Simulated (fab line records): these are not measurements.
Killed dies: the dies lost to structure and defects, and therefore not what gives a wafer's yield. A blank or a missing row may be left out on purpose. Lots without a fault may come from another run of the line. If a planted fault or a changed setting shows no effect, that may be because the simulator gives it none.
Which of the tools did it?    flow nand harc    36 wafers from 12 lots sampled at 5 of the route's 1302 steps

WHAT THE GAUGES SHOWED, per wafer
NHARC_A_BONDPAD_THK_MEAS_20: measures by xrf. Usual: thk nm 169.8 nm, standard deviation 1.6.
lot   measured      on             thk nm (nm)        flag
L970  day 22 15:47  film metro-01  169.0 169.6 168.7  
L971  day 23 11:59  film metro-01  170.9 167.8 171.7  
L972  day 23 18:25  film metro-02  170.0 168.1 171.8  
L973  day 23 20:56  film metro-01  169.2 170.2 168.9  
L974  day 24 13:23  film metro-02  169.7 170.5 171.8  
L982  day 28 13:50  film metro-01  170.4 168.2 172.4  
L983  day 29 05:27  film metro-02  167.7 168.9 167.9  
L989  day 30 21:32  film metro-02  169.6 169.5 169.8  
L988  day 31 04:38  film metro-01  168.9 168.7 171.2  
L991  day 31 14:02  film metro-02  166.4 165.9 167.6  
L993  day 32 06:41  film metro-02  170.4 168.0 172.0  
L992  day 32 07:56  film metro-02  168.4 168.5 169.7  

NHARC_END_SORT_01. Usual: defect limited yield 91.1 %, standard deviation 2.9; killed at array 55, standard deviation 20; killed at other 1.1, standard deviation 1.2; killed at periphery 3.8, standard deviation 2.8; killed dies 60, standard deviation 19; killed open 3.4, standard deviation 1.9; killed short 2.2, standard deviation 1.5.
lot   measured      on         defect limited yield (%)  killed at array  killed at other  killed at periphery  killed dies  killed open  killed short  flag
L982  day 29 21:49  prober-01  91.7 88.0 85.2            26 20 20         29 60 75         1 1 5                56 81 100    3 3 2        3 3 1         OFF
L983  day 30 17:01  prober-01  88.5 86.0 85.8            43 43 53         32 49 43         3 3 0                78 95 96     2 5 2        2 3 3         OFF

EACH LOT AND THE TOOL THAT RAN IT (in order: tool; ch and the chambers of the sampled wafers; start)
lot   NHARC_A_BONDPAD_PVD_17                   NHARC_HYBRID_BOND_PRECLEAN_01        NHARC_THIN_TSV_DESCUM_14
L970  pvd sputter-02, day 22 15:47 or earlier  wet bench-08 ch 1,5,7, day 22 16:15  rie diel-09 ch 0,1,3, day 23 05:37
L971  pvd sputter-03, day 23 11:59 or earlier  wet bench-10 ch 2,6,7, day 23 12:25  rie diel-09 ch 1,2, day 24 00:49
L972  pvd sputter-03, day 23 18:25 or earlier  wet bench-08 ch 4,5,6, day 23 18:53  rie diel-10 ch 1,2,3, day 24 07:56
L973  pvd sputter-02, day 23 20:56 or earlier  wet bench-10 ch 1,4,5, day 23 21:23  rie diel-09 ch 0,1, day 24 06:41
L974  pvd sputter-02, day 24 13:23 or earlier  wet bench-10 ch 1,4,7, day 24 13:48  rie diel-10 ch 0,1,3, day 25 01:43
L982  pvd sputter-01, day 28 13:50 or earlier  wet bench-10 ch 4,6,7, day 28 14:18  rie diel-10 ch 0,1,2, day 29 02:55
L983  pvd sputter-03, day 29 05:27 or earlier  wet bench-10 ch 1,4,5, day 29 05:53  rie diel-09 ch 0,3, day 29 20:33
L989  pvd sputter-02, day 30 21:32 or earlier  wet bench-08 ch 0,2,3, day 30 22:00  rie diel-09 ch 1,2,3, day 31 10:02
L988  pvd sputter-01, day 31 04:38 or earlier  wet bench-08 ch 0,1,4, day 31 05:04  rie diel-09 ch 0,2,3, day 31 18:12
L991  pvd sputter-03, day 31 14:02 or earlier  wet bench-10 ch 1,4,5, day 31 14:29  rie diel-10 ch 0,2,3, day 32 03:17
L993  pvd sputter-01, day 32 06:41 or earlier  wet bench-10 ch 1,2,5, day 32 07:07  rie diel-11 ch 0,1,3, day 32 21:31
L992  pvd sputter-01, day 32 07:56 or earlier  wet bench-10 ch 4,5,7, day 32 08:23  rie diel-09 ch 1,2,3, day 32 22:56
- NHARC_A_BONDPAD_PVD_17: deposits TaN, target thk 5 nm, time 8.06 s.
- NHARC_HYBRID_BOND_PRECLEAN_01: cleans in DIW, time 300 s.
- NHARC_THIN_TSV_DESCUM_14: chemistry O2, time 3 s.

WHAT THE TOOLS THEMSELVES READ (means of the sampled wafers that have a number; where no wafer has one, the mark that the record gives instead)
NHARC_A_BONDPAD_PVD_17. Usual: throttle valve pct 30.0 %, standard deviation 0.69.
lot   tool            throttle valve pct (%)  flag
L970  pvd sputter-02  30.2                    
L971  pvd sputter-03  29.9                    
L972  pvd sputter-03  30.0                    
L973  pvd sputter-02  30.1                    
L974  pvd sputter-02  30.0                    
L982  pvd sputter-01  30.0                    
L983  pvd sputter-03  29.7                    
L989  pvd sputter-02  30.6                    
L988  pvd sputter-01  29.9                    
L991  pvd sputter-03  30.0                    
L993  pvd sputter-01  29.9                    
L992  pvd sputter-01  30.0                    

NHARC_THIN_TSV_DESCUM_14. Usual: drypump motor current A 5.8 A, standard deviation 0.55; oes product au 1.001 a.u., standard deviation 0.0098; rf vpp V 57.8 V, standard deviation 0.88; showerhead plenum p Torr 1.93 Torr, standard deviation 0.069; throttle valve pct 11.310 %, standard deviation 0.009.
lot   tool         drypump motor current A (A)  oes product au (a.u.)  rf vpp V (V)  showerhead plenum p Torr (Torr)  throttle valve pct (%)  flag
L970  rie diel-09  5.9                          1.001                  57.6          1.94                             11.310                  
L971  rie diel-09  5.8                          1.002                  58.8          1.98                             11.314                  
L972  rie diel-10  5.1                          0.998                  57.7          1.86                             11.310                  
L973  rie diel-09  5.7                          1.001                  57.6          1.97                             11.299                  
L974  rie diel-10  5.1                          0.996                  57.6          1.83                             11.311                  
L982  rie diel-10  5.1                          1.004                  57.3          1.89                             11.310                  
L983  rie diel-09  6.1                          1.003                  58.4          1.94                             11.307                  
L989  rie diel-09  5.9                          1.001                  58.0          1.95                             11.314                  
L988  rie diel-09  5.9                          1.000                  57.3          1.97                             11.304                  
L991  rie diel-10  5.1                          0.998                  57.5          1.88                             11.311                  
L993  rie diel-11  6.2                          1.006                  58.5          1.91                             11.303                  
L992  rie diel-09  5.9                          1.000                  57.9          1.95                             11.311                  

THE ANSWER, worked out from the rows above alone
Rule: a lot counts as off when the mean over its wafers that have a number is more than 3 standard deviations away from the usual mean. A lot without any number at a reading at which 4 lots or more have one is off too. Where the step has rows for the other lots, those lots are counted as sound. The gauges are gone through in route order, then the tools' own readings, and for those a lot's mean is taken as printed above. The first step at which some lot is off is used, and at that step the reading that is off furthest; a lot without a number counts as furthest.
Off, at NHARC_END_SORT_01 on killed at other: L982, L983. Neither off nor sound, because the step has no rows for them: L970, L971, L972, L973, L974, L989, L988, L991, L993, L992.
A tool fits if, at a process step before that reading, it ran every lot that is off, and no sound lot after the first of them. Gauges at NHARC_END_SORT_01: tried the same way as those tools. Because NHARC_A_BONDPAD_PVD_17 lacks a start for some lots, the hours and order of its lots are taken from NHARC_A_BONDPAD_THK_MEAS_20. Can't be told from this: 2 tools fit, wet bench-10 at NHARC_HYBRID_BOND_PRECLEAN_01, prober-01 at NHARC_END_SORT_01.

WHAT THE SIMULATOR HAD INSERTED
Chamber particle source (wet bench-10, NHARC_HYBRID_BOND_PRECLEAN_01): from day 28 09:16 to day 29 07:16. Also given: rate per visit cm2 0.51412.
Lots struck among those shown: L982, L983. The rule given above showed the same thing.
